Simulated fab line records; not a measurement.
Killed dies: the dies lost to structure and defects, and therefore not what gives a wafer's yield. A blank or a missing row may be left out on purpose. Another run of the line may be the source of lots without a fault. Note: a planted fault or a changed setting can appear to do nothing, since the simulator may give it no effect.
Chamber matching + flow nandHarc + NHARC_A_M1_DESCUM_14 on rieDiel-09: 4 sister chambers
The step chemistry O2, time 3 s. 18 wafers are shown with their chamber, then 9 later ones without.

WAFERS PAIRED WITH THEIR CHAMBERS
| wafer  | chamber | drypumpMotorCurrentA (A) | oesProductAu (a.u.) | rfVppV (V) |
|--------|---------|--------------------------|---------------------|------------|
| L074.1 | 0       | 5.3                      | 1.006               | 56.0       |
| L074.2 | 3       | 6.0                      | 0.993               | 57.1       |
| L074.5 | 2       | 5.9                      | 1.026               | 56.6       |
| L075.2 | 2       | 5.9                      | 1.015               | 59.5       |
| L075.3 | 1       | 5.0                      | 0.989               | 59.0       |
| L075.5 | 1       | 5.0                      | 0.988               | 57.1       |
| L078.2 | 0       | 5.3                      | 1.004               | 57.2       |
| L078.3 | 1       | 5.0                      | 0.994               | 57.2       |
| L078.5 | 3       | 6.0                      | 0.996               | 57.5       |
| L076.2 | 2       | 5.9                      | 1.013               | 57.3       |
| L076.4 | 0       | 5.3                      | 1.004               | 57.2       |
| L076.5 | 1       | 5.0                      | 0.982               | 58.4       |
| L085.1 | 3       | 6.1                      | 1.002               | 56.8       |
| L085.4 | 0       | 5.3                      | 1.005               | 57.7       |
| L085.5 | 0       | 5.3                      | 1.003               | 56.4       |
| L087.2 | 2       | 5.9                      | 1.002               | 58.2       |
| L087.4 | 1       | 5.0                      | 1.002               | 57.4       |
| L087.5 | 1       | 5.0                      | 1.003               | 59.0       |

SIGNATURES (averages over the wafers above)
| reading              | chamber 0 | chamber 1 | chamber 2 | chamber 3 | scatter within a chamber |
|----------------------|-----------|-----------|-----------|-----------|--------------------------|
| drypumpMotorCurrentA | 5.300     | 5.000     | 5.900     | 6.033     | 0.0218                   |
| oesProductAu         | 1.00440   | 0.99300   | 1.01400   | 0.99700   | 0.00698                  |
| rfVppV               | 56.900    | 58.017    | 57.900    | 57.133    | 0.878                    |
Rule: for each reading, subtract the chamber's mean from the wafer's reading, divide by that reading's scatter and square the result; add these up over the readings and take the root, which gives the wafer's distance from the chamber. If the next closest chamber is less than 2 further off than the closest, the wafer can't be placed; otherwise it belongs to the closest. The scatter: the root of (the sum of the squares of (reading less its chamber's mean) over the shown wafers, divided by (wafers less chambers)).

WAFERS WHOSE CHAMBER IS MISSING
| wafer  | drypumpMotorCurrentA (A) | oesProductAu (a.u.) | rfVppV (V) |
|--------|--------------------------|---------------------|------------|
| L090.1 | 5.0                      | 1.016               | 57.5       |
| L090.3 | 6.0                      | 1.003               | 57.4       |
| L090.6 | 5.0                      | 1.013               | 59.5       |
| L089.1 | 5.0                      | 1.016               | 57.9       |
| L089.2 | 6.1                      | 1.003               | 58.4       |
| L089.5 | 5.9                      | 1.031               | 58.3       |
| L091.1 | 5.0                      | 1.010               | 58.4       |
| L091.4 | 5.9                      | 1.015               | 58.1       |
| L091.6 | 5.3                      | 1.005               | 57.1       |

CHAMBER TAKEN BY EACH
| wafer  | from the rows above | in truth |
|--------|---------------------|----------|
| L090.1 | 1                   | 1        |
| L090.3 | 3                   | 3        |
| L090.6 | 1                   | 1        |
| L089.1 | 1                   | 1        |
| L089.2 | 3                   | 3        |
| L089.5 | 2                   | 2        |
| L091.1 | 1                   | 1        |
| L091.4 | 2                   | 2        |
| L091.6 | 0                   | 0        |
Placed correctly: 9 of 9. Left unplaced by these rows: 0. Placed wrongly: 0.
